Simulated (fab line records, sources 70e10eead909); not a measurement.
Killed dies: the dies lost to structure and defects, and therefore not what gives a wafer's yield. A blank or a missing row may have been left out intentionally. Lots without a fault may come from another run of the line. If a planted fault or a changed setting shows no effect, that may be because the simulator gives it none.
Which of the tools did it? :: flow nand_harc :: 6 lots, 18 wafers sampled, at 4 steps of a route of 1302

## WHAT THE GAUGES READ, wafer by wafer
NHARC_END_SORT_01.
lot: L458
measured: day 27 09:32
on: prober-01
sort_bin_3_pct (%): 0.1 0.6 0.9

lot: L461
measured: day 28 23:00
on: prober-01
sort_bin_3_pct (%): 1.2 0.3 0.4

lot: L471
measured: day 33 09:10
on: prober-02
sort_bin_3_pct (%): 0.7 0.6 0.3

## TOOL THAT RAN EACH LOT (tool first, then ch and the chambers of the sampled wafers, then the start)
lot: L453
NHARC_THIN_TSV_DEP_43: pecvd-01 ch 0,1,2, day 24 13:58
NHARC_THIN_TSV_ETCH_15: rie_si-01 ch 0,1, day 24 15:55
NHARC_THIN_TSV_ANNEAL_58: furnace-05 ch 0, day 25 01:52

lot: L458
NHARC_THIN_TSV_DEP_43: pecvd-02 ch 0,1, day 26 13:04
NHARC_THIN_TSV_ETCH_15: rie_si-03 ch 0,2,3, day 26 14:45
NHARC_THIN_TSV_ANNEAL_58: furnace-05 ch 0, day 27 02:17

lot: L461
NHARC_THIN_TSV_DEP_43: pecvd-02 ch 0,1, day 28 05:52
NHARC_THIN_TSV_ETCH_15: rie_si-01 ch 0,1,2, day 28 07:31
NHARC_THIN_TSV_ANNEAL_58: furnace-05 ch 0, day 28 17:41

lot: L470
NHARC_THIN_TSV_DEP_43: pecvd-02 ch 1,2, day 32 03:01
NHARC_THIN_TSV_ETCH_15: rie_si-01 ch 0,2,3, day 32 04:28
NHARC_THIN_TSV_ANNEAL_58: furnace-01 ch 0, day 32 14:18

lot: L471
NHARC_THIN_TSV_DEP_43: pecvd-02 ch 0,1,2, day 32 12:14
NHARC_THIN_TSV_ETCH_15: rie_si-05 ch 1,3, day 32 13:49
NHARC_THIN_TSV_ANNEAL_58: furnace-05 ch 0, day 32 22:13

lot: L474
NHARC_THIN_TSV_DEP_43: pecvd-01 ch 1,2, day 33 13:18
NHARC_THIN_TSV_ETCH_15: rie_si-01 ch 0,1,2, day 33 14:52
NHARC_THIN_TSV_ANNEAL_58: furnace-05 ch 0, day 34 00:43
- NHARC_THIN_TSV_DEP_43: deposits SiO2, target thk 1328.5 nm.
- NHARC_THIN_TSV_ETCH_15: target depth 3000 nm, bosch target overetch cycles 2, bosch etch step 2.8 s.
- NHARC_THIN_TSV_ANNEAL_58: time 1800 s.

## THE ANSWER, worked out from the rows above alone
Rule: what is usual is taken from the lots themselves. Put in order of their means at a reading, lots are off if they are a third of the lots or fewer, leave a main group of 4 or more, and stand apart from it by a gap of 3 or more times the standard deviation of the main group's means; of several such gaps the widest counts. The tables above print the reading to a certain number of digits; a main group whose means all agree to those digits is not used. Also off: a lot with no number at a reading for which 4 or more lots have one. Any other lot the step has rows for is counted as sound.
No lot is off at any reading shown: from this, nothing can be told.

## WHAT THE SIMULATOR HAD INSERTED
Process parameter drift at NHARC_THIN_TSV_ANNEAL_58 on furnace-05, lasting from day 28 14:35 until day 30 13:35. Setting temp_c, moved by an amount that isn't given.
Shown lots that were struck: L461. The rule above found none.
